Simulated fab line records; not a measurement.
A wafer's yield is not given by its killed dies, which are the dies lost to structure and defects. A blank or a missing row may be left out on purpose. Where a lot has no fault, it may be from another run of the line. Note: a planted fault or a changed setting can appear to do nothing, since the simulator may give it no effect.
Split-lot experiment -- flow n5Finfet -- 21 wafers read across 7 lots, on a route 1938 steps long

== SPLIT DETAILS ==
At N5_BEOL_M13_SPUTTER_44 (material Ta, target thk 10 nm, time 16.13 s), the setting timeS was moved away from the recipe's 16.13 s on 7 of the 21 wafers read, by -13.1% to +8.6%. The other wafers ran this setting at the recipe's value.

The reading is taken at the split's own step.

== THE READING ==
Ta_of_BEOL_M13_SPUTTER_44.thkNm (the simulator's own value, which no gauge read), in nm, at N5_BEOL_M13_SPUTTER_44 (material Ta, target thk 10 nm, time 16.13 s). There is no usual value for it anywhere in the file. Average 10.0 nm, standard deviation 0.15 nm, over the 14 wafers here run with the recipe.

wafer,"tool, chamber at the split","timeS as run, s",against the recipe,"Ta_of_BEOL_M13_SPUTTER_44.thkNm, nm",against lot-mates on the recipe
L077.1,"pvdSputter-03, -",14.75,-8.6%,9,-1.1
L077.5,"pvdSputter-03, -",16.13,recipe,10.2,-
L077.6,"pvdSputter-03, -",16.13,recipe,10,-
L078.4,"pvdSputter-03, -",16.13,recipe,9.8,-
L078.5,"pvdSputter-03, -",16.13,recipe,9.8,-
L078.6,"pvdSputter-03, -",16.13,recipe,10,-
L080.1,"pvdSputter-01, -",16.13,recipe,10,-
L080.5,"pvdSputter-01, -",16.13,recipe,10.2,-
L080.6,"pvdSputter-01, -",16.13,recipe,10.2,-
L083.4,"pvdSputter-01, -",17.4,+7.9%,10.6,+0.8
L083.5,"pvdSputter-01, -",16.13,recipe,9.8,-
L083.6,"pvdSputter-01, -",17.4,+7.9%,10.8,+1.0
L084.2,"pvdSputter-02, -",16.13,recipe,9.8,-
L084.4,"pvdSputter-02, -",16.13,recipe,10,-
L084.6,"pvdSputter-02, -",17.51,+8.6%,10.8,+0.9
L096.3,"pvdSputter-03, -",14.38,-10.8%,8.8,-1.1
L096.5,"pvdSputter-03, -",16.13,recipe,10,-
L096.6,"pvdSputter-03, -",16.13,recipe,9.8,-
L097.2,"pvdSputter-01, -",14.02,-13.1%,8.8,-1.2
L097.4,"pvdSputter-01, -",16.13,recipe,10,-
L097.5,"pvdSputter-01, -",14.02,-13.1%,8.6,-1.4

THE FIT
A straight line over all 21 wafers: Ta_of_BEOL_M13_SPUTTER_44.thkNm changes by +0.0993 nm for each +1% of timeS; r = +0.97; the points scatter about the line by 0.14 nm.
The same after taking each lot's own level away (the mean of its wafers on the recipe; 21 wafers): +0.106 nm for each +1%; r = +0.99; scatter 0.11 nm.
The reading moves by 1.4 nm for the largest change in timeS, on that fit.
From 9.80 to 10.13 nm: that is the span of the lots' own levels, equal to 2.2 times the standard deviation above.
Hence the lot-to-lot level has little effect on the slope; both slopes agree.
Check: for one of the wafers moved furthest among these (-13.1%), held out of the fit, the line's prediction against its lot-mates is -1.44 nm. Against them it came out at -1.2 nm.

== FILE'S OWN FIT ==
Ta_of_BEOL_M13_SPUTTER_44.thkNm changes by +0.107 nm for each +1% of timeS, r = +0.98.
